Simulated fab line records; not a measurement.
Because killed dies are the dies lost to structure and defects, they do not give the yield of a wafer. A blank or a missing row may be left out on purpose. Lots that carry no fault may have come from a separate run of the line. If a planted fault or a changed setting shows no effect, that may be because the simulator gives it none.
Chamber matching	flow nand harc	NHARC_P_CONTACT_ALD_22 on ald metal-04: 4 sister chambers
The step deposits TiN, target thk 3 nm, pulse time 1 s, ald cycles 150. 18 wafers are shown with their chamber, then 9 later ones without.

## EACH WAFER AND ITS CHAMBER
wafer	chamber	heater power w (W)	precursor pulse height rel	susceptor temp C (C)
L076.1	0	1021	1.023	450.29
L076.4	1	979	1.001	449.80
L076.5	3	1191	0.985	450.00
L080.2	0	992	0.989	449.81
L080.4	2	1033	1.027	449.92
L080.5	2	1023	1.014	450.20
L081.2	1	1000	0.988	449.93
L081.3	3	1197	0.990	449.88
L081.6	3	1187	1.000	449.77
L083.2	0	983	1.027	450.16
L083.4	1	976	1.006	450.08
L083.6	1	958	1.045	449.96
L086.1	1	978	1.040	450.11
L086.4	3	1234	0.955	449.82
L086.5	1	982	1.009	449.81
L087.1	1	970	0.992	449.90
L087.4	0	1004	1.010	449.49
L087.6	3	1183	0.980	450.22

SIGNATURES, as means of the wafers listed above
reading	chamber 0	chamber 1	chamber 2	chamber 3	scatter within a chamber
heater power w	1000.00	977.57	1028.00	1198.40	15.9
precursor pulse height rel	1.01225	1.01157	1.02050	0.98200	0.0191
susceptor temp C	449.9375	449.9414	450.0600	449.9380	0.215
Rule: distance of a wafer from a chamber = root of the sum over the readings of ((wafer's reading minus chamber's mean) / reading's scatter) squared. If the next closest chamber is less than 2 further off than the closest, the wafer can't be placed; otherwise it belongs to the closest. The scatter: the root of (the sum of the squares of (reading less its chamber's mean) over the shown wafers, divided by (wafers less chambers)).

## WAFERS WITHOUT THEIR CHAMBER
wafer	heater power w (W)	precursor pulse height rel	susceptor temp C (C)
L089.1	994	0.994	449.72
L089.4	1026	1.027	449.88
L089.6	1218	1.001	449.86
L094.1	1255	0.989	450.26
L094.4	969	1.010	449.53
L094.5	1021	1.014	450.31
L097.2	1238	1.010	450.22
L097.5	1048	1.008	449.68
L097.6	1245	1.003	450.06

## WHICH CHAMBER EACH ONE RAN IN
wafer	from the rows above	in truth
L089.1	can't be placed: 0 or 1 or 2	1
L089.4	can't be placed: 2 or 0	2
L089.6	3	3
L094.1	3	3
L094.4	can't be placed: 1 or 0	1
L094.5	can't be placed: 2 or 0 or 1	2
L097.2	3	3
L097.5	can't be placed: 2 or 0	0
L097.6	3	3
Correctly placed: 4 of 9. Cannot be placed on the basis of these rows: 5; the candidates contain the true chamber in 5. Wrongly placed: 0.
